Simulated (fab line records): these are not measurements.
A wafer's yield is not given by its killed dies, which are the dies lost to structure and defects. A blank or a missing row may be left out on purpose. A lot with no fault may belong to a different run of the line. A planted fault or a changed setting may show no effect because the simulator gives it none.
Comparing a struck lot with a sound one :: flow n5 finfet :: 37 out of 1938 route steps
Sound: these wafers, L412.1, L412.2, L412.6. Wafers L410.2, L410.3, L410.6 were the ones struck. The cause is named last.
Each step with rows lists, per side, the tool, then ch with its chambers, then its first start. Under that, the readings that differ: sound wafers :: struck wafers :: difference of the means :: sigmas: that difference in standard deviations of wafers without a fault.
alike: readings with means less than 2 such deviations apart, plus words and numbers identical on both sides. not compared: withheld readings, readings lacking a value on some wafer, bounds such as >300 that could conceal the same value, and numbers that have no deviation in the record and whose values overlap.
The two part at a step that has a row with sigmas, a row that says differs or no value, or rows on one side only. Non-overlapping numbers with no deviation appear without sigmas and do not part them. Lack of a reading on every wafer of one side parts them only where that side has two or more wafers.

first, 9 steps without rows for these wafers: N5_BEOL_M4_ANNEAL_95 (time 240 s); N5_BEOL_M4_SPUTTER_96 (material Cu, target thk 4.5 nm, time 8.29 s); N5_BEOL_M4_ECD_50 (material Cu, target thk 300 nm); N5_BEOL_M4_ANNEAL_51 (time 90 s); N5_BEOL_M4_CMP_52 (polishes, stops on SiOC, t overpolish 6.8 s, target thk 40 nm); N5_BEOL_M4_PRE_CLEAN_60 (time 15 s); N5_BEOL_M4_CO_CAP_55 (material Co, precursor CCTBA/H2, target thk 2 nm, time 102.1 s); N5_BEOL_M4_PRE_CLEAN_56 (time 15 s); N5_BEOL_M4_DEP_57 (deposits SiCN from 3MS/NH3, target thk 8 nm, time 14 s).
N5_BEOL_M4_RC_MEAS_101:
  sound on prober-02 ch 0, day 10 10:07; struck on prober-01 ch 0, day 10 11:33
  alike: DIBL_N, DIBL_P, IOFF_N, IOFF_P, ION_N, ION_P, SS_N, SS_P, VT_N, VT_P
then, 24 steps without rows for these wafers: N5_BEOL_M5_ILD_DEP_00 (deposits SiCOH lowk from DEMS/porogen, target thk 140.64 nm, time 25.9 s); N5_BEOL_M5_CURE_79 (cures SiCOH lowk, time 240 s); N5_BEOL_M5_PECVD_70 (deposits SiO2 from TEOS/O2, target thk 16 nm, time 18 s); N5_BEOL_M5_HM_DEP_02 (deposits TiN, target thk 20 nm); N5_BEOL_M5_COAT_59 (time 60 s, resist thk 60 nm); N5_BEOL_M5_COAT_60 (time 60 s, resist thk 12 nm); N5_BEOL_M5_COAT_71 (time 60 s, resist thk 5 nm); N5_BEOL_M5_COAT_05 (resist thk 30 nm); N5_BEOL_M5_EBR_07; N5_BEOL_M5_SOFTBAKE_06 (time 60 s); N5_BEOL_M5_EXPOSE_08 (exposes mask M5, target cd 28 nm); N5_BEOL_M5_PEB_09 (peb time 60 s); N5_BEOL_M5_DEVELOP_10 (develop time 30 s); N5_BEOL_M5_DESCUM_16 (chemistry O2, time 7 s); N5_BEOL_M5_ETCH_72 (etches underlayer in N2/H2, target depth 6.5 nm, time 5.2 s); N5_BEOL_M5_ETCH_61 (etches SiARC in CF4, target depth 15.6 nm, time 26 s); N5_BEOL_M5_ETCH_62 (etches SOC in N2/H2, target depth 75 nm, overetch 15 nm, time 112.5 s); N5_BEOL_M5_STRIP_63 (strips in N2/H2); N5_BEOL_M5_STRIP_73 (strips in N2/H2); N5_BEOL_M5_STRIP_64 (strips in CF4); N5_BEOL_M5_HM_OPEN_17 (chemistry Cl2/BCl3, target TiN, target depth 20 nm, overetch 6 nm); N5_BEOL_M5_STRIP_19 (strips in O2); N5_BEOL_M5_COAT_65 (time 60 s, resist thk 60 nm); N5_BEOL_M5_COAT_66 (time 60 s, resist thk 12 nm).
N5_BEOL_M8_ETCH_66: etches SOC in N2/H2, target depth 80 nm, overetch 16 nm, time 120 s.
  sound on rie diel-06 ch 0,1,3, day 12 02:40; struck on rie diel-03 ch 1,3, day 12 09:35
  no value came back on the struck wafers for any of 7 readings (bias w (W), chamber pressure mTorr (mTorr) and others); on the sound wafers bias w (W) reads 149.7 149.3 149.5
reading: model.CAR-EUV_of_BEOL_M8_COAT_22.thk nm (nm)
sound: 0 0 0
struck: 11 11 11.2
difference: +11
sigmas: 

reading: model.SiARC_of_BEOL_M8_COAT_64.thk nm (nm)
sound: 6.6 6.4 6.4
struck: 12 12 12
difference: +6
sigmas: 

reading: model.underlayer_of_BEOL_M8_COAT_71.thk nm (nm)
sound: 0 0 0
struck: 5 5 5
difference: +5
sigmas: 
  not compared: rf hours counter h
N5_BEOL_M8_VIA_ETCH_34: etches SiCOH lowk in C4F6/O2, target depth 125.5 nm, time 50.5 s.
  sound on rie diel-06 ch 0,1,3, day 12 02:46; struck on rie diel-03 ch 1,3, day 12 09:41
reading: oes product au (a.u.)
sound: 0.68 0.71 0.67
struck: 0.38 0.27 0.39
difference: -0.34
sigmas: -3
  alike: C4F6_flow_sccm, O2_flow_sccm, drypump motor current A, rf vpp V, showerhead plenum p Torr, throttle valve pct
  not compared: rf hours counter h, model.BEOL_M8.cd nm
-- here the record skips 3 days between the struck wafers' starts before and after, leaving off in module BEOL_M8 and picking up in module PASSIVATION (first step shown: number 1936 of the route) --
N5_PASSIVATION_PROBE_49:
  rows exist in the record for the struck wafers here (prober-01, day 15 20:45), but not for the sound ones

WHERE THEY PART
Earliest at N5_BEOL_M8_ETCH_66; latest, in this record, at N5_PASSIVATION_PROBE_49.

WHY: the cause the simulator had injected
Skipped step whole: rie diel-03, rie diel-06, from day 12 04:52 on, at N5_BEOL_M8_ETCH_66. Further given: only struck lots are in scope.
